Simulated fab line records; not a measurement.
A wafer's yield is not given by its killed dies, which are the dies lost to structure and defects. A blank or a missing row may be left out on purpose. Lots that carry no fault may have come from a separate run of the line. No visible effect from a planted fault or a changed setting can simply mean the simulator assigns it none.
Which tool is to blame? -- flow nand_harc -- 39 wafers from 13 lots sampled at 6 of the route's 1302 steps

## WHAT EACH GAUGE READ, for each wafer
NHARC_P_ZERO_WELL_CD_MEAS_37 targets a cd of 720 nm.
lot,measured,on,cd_nm (nm)
L846,day 2 00:16,cd_sem-01,721.5 718.4 716.8
L847,day 2 09:55,cd_sem-03,720.4 718.0 718.4
L848,day 2 21:46,cd_sem-02,717.4 717.9 718.0
L855,day 5 17:59,cd_sem-01,716.9 721.8 719.0
L856,day 6 04:05,cd_sem-03,721.1 721.9 718.9
L861,day 8 06:26,cd_sem-03,717.9 719.6 719.2
L862,day 8 23:32,cd_sem-02,719.7 717.3 721.5
L863,day 9 02:04,cd_sem-02,720.1 718.6 717.7
L864,day 9 12:08,cd_sem-03,721.8 721.3 720.1
L865,day 9 22:08,cd_sem-03,720.2 719.3 721.3
L866,day 10 11:28,cd_sem-02,720.9 719.9 718.2
L867,day 10 18:04,cd_sem-02,719.5 719.1 717.9
L868,day 11 03:59,cd_sem-01,719.0 722.1 721.3

NHARC_P_ZERO_WELL_INSPECT_43.
lot,measured,on,raw_defect_count
L846,day 2 03:47,defect_inspect-01,8 22 8
L847,day 2 13:22,defect_inspect-02,5 11 6
L848,day 3 01:16,defect_inspect-02,5 7 5
L855,day 5 23:23,defect_inspect-01,1423 1408 1465
L856,day 6 07:26,defect_inspect-01,1438 1472 1409
L861,day 8 10:08,defect_inspect-02,15 15 14
L862,day 9 06:47,defect_inspect-01,10 17 14
L863,day 9 05:41,defect_inspect-02,9 12 10
L864,day 9 15:30,defect_inspect-01,11 14 14
L865,day 10 01:35,defect_inspect-02,9 13 10
L866,day 10 14:56,defect_inspect-02,17 17 16
L867,day 10 21:32,defect_inspect-02,23 32 18
L868,day 11 09:50,defect_inspect-01,4 13 13

NHARC_P_STI_OVL_MEAS_10.
lot,measured,on,overlay_x_nm (nm),overlay_y_nm (nm)
L846,day 3 00:01,overlay-02,7 6 6,-10 -10 -10
L847,day 3 06:08,overlay-02,2 1 2,5 4 4
L848,day 3 16:43,overlay-01,2 2 2,-8 -8 -8
L855,day 6 14:13,overlay-02,10 10 10,1 1 1
L856,day 6 22:38,overlay-02,-5 -6 -5,-3 -3 -2
L861,day 9 04:01,overlay-01,4 4 4,4 4 4
L862,day 9 21:11,overlay-01,-6 -6 -6,-5 -5 -5
L863,day 9 21:01,overlay-02,1 2 2,0 0 1
L864,day 10 08:56,overlay-02,-2 -1 -1,2 2 2
L865,day 10 16:05,overlay-01,-9 -9 -9,-5 -4 -5
L866,day 11 05:34,overlay-02,-2 -2 -2,-1 -1 -2
L867,day 11 13:50,overlay-01,1 1 0,-3 -3 -3
L868,day 12 01:24,overlay-02,-3 -2 -2,-19 -19 -19

NHARC_END_SORT_01.
lot,measured,on,killed_at_array,killed_at_other,killed_at_periphery,killed_dies,killed_open,killed_short
L855,day 28 05:58,prober-01,53 56 57,2 0 0,108 107 110,163 163 167,3 3 2,2 2 1
L856,day 27 21:23,prober-02,61 58 54,0 0 0,115 38 111,176 96 165,1 3 2,2 3 1

## WHAT TOOL EACH LOT RAN ON (gives the tool, then ch and the chambers of the sampled wafers, and finally the start)
lot,NHARC_P_ZERO_WELL_ETCH_62,NHARC_P_ZERO_WELL_STRIP_28
L846,"rie_diel-06 ch 0,1, day 1 23:31 or earlier","wet_bench-03 ch 4,6,7, day 1 23:31"
L847,"rie_diel-12 ch 0,3, day 2 09:18 or earlier","wet_bench-09 ch 1,2,3, day 2 09:18"
L848,"rie_diel-06 ch 0,2, day 2 21:00 or earlier","wet_bench-09 ch 2,3,7, day 2 21:00"
L855,"rie_diel-12 ch 0,1,3, day 5 17:21 or earlier","wet_bench-09 ch 0,3,4, day 5 17:21"
L856,"rie_diel-12 ch 0,1,3, day 6 03:21 or earlier","wet_bench-09 ch 3,5,6, day 6 03:21"
L861,"rie_diel-10 ch 0,1,3, day 8 05:40 or earlier","wet_bench-07 ch 1,2,3, day 8 05:40"
L862,"rie_diel-12 ch 0,1,3, day 8 22:47 or earlier","wet_bench-07 ch 3,4,7, day 8 22:47"
L863,"rie_diel-12 ch 0,1,2, day 9 01:27 or earlier","wet_bench-07 ch 0,1,3, day 9 01:27"
L864,"rie_diel-12 ch 1,3, day 9 11:23 or earlier","wet_bench-03 ch 0,6,7, day 9 11:23"
L865,"rie_diel-10 ch 0,1,2, day 9 21:29 or earlier","wet_bench-09 ch 2,3,6, day 9 21:29"
L866,"rie_diel-12 ch 0,1,2, day 10 10:49 or earlier","wet_bench-09 ch 0,1,3, day 10 10:49"
L867,"rie_diel-06 ch 0,1,3, day 10 17:26 or earlier","wet_bench-03 ch 0,3,4, day 10 17:26"
L868,"rie_diel-10 ch 1,2,3, day 11 03:22 or earlier","wet_bench-09 ch 1,2,4, day 11 03:22"
- NHARC_P_ZERO_WELL_ETCH_62: etches the open film in CHF3/Ar, target depth 13 nm, time 6.5 s.
- NHARC_P_ZERO_WELL_STRIP_28: strips in SPM, time 840 s.

## AS READ BY THE TOOLS THEMSELVES (means over the sampled wafers that have a number; for cases with no such wafer, the mark the record gives instead)
NHARC_P_ZERO_WELL_ETCH_62.
lot,tool,chf3_flow_sccm (sccm),drypump_motor_current_A (A),oes_product_au (a.u.),rf_vpp_V (V),showerhead_plenum_p_Torr (Torr),throttle_valve_pct (%)
L846,rie_diel-06,49.94,6.1,0.964,369.6,2.31,20.212
L847,rie_diel-12,49.94,6.1,0.966,371.5,2.36,20.213
L848,rie_diel-06,50.12,5.8,0.960,372.3,2.42,20.217
L855,rie_diel-12,49.99,6.0,0.976,370.4,2.36,20.221
L856,rie_diel-12,50.07,6.0,0.980,371.1,2.36,20.216
L861,rie_diel-10,49.95,5.7,0.957,370.8,2.33,20.220
L862,rie_diel-12,50.04,6.0,0.936,371.1,2.35,20.207
L863,rie_diel-12,50.20,5.9,0.959,370.8,2.34,20.207
L864,rie_diel-12,50.16,6.0,0.915,371.6,2.38,20.210
L865,rie_diel-10,50.00,6.0,0.986,369.9,2.35,20.218
L866,rie_diel-12,50.11,5.9,0.928,370.7,2.34,20.213
L867,rie_diel-06,49.95,5.9,0.955,369.6,2.32,20.222
L868,rie_diel-10,50.07,5.8,0.973,371.6,2.40,20.228

## THE ANSWER, worked out from the rows above alone
Rule: the lots themselves supply what counts as usual. Put in order of their means at a reading, lots are off if they are a third of the lots or fewer, leave a main group of 4 or more, and stand apart from it by a gap of 3 or more times the standard deviation of the main group's means; of several such gaps the widest counts. Not used: any main group whose means are identical at the precision the tables above print for the reading. Also off: a lot with no number at a reading for which 4 or more lots have one. All remaining lots with rows at the step are treated as sound. After the gauges, taken in route order, come the tools' own readings; for these a lot's mean is taken, as printed above. The first step at which some lot is off is used, and at that step the reading that is off furthest; a lot without a number counts as furthest.
Off, at NHARC_P_ZERO_WELL_INSPECT_43 on raw_defect_count: L855, L856. The main group has a mean of 13 with a standard deviation of 4.8.
If a tool, at a process step before that reading, ran all the lots that are off and no sound lot after the first of them, it fits. Those tools and the gauges at NHARC_P_ZERO_WELL_INSPECT_43 are tried in the same way. Because NHARC_P_ZERO_WELL_ETCH_62 lacks a start for some lots, the hours and order of its lots are taken from NHARC_P_ZERO_WELL_STRIP_28. Not one of the candidates tried fits.

## WHAT HAD BEEN PUT IN BY THE SIMULATOR
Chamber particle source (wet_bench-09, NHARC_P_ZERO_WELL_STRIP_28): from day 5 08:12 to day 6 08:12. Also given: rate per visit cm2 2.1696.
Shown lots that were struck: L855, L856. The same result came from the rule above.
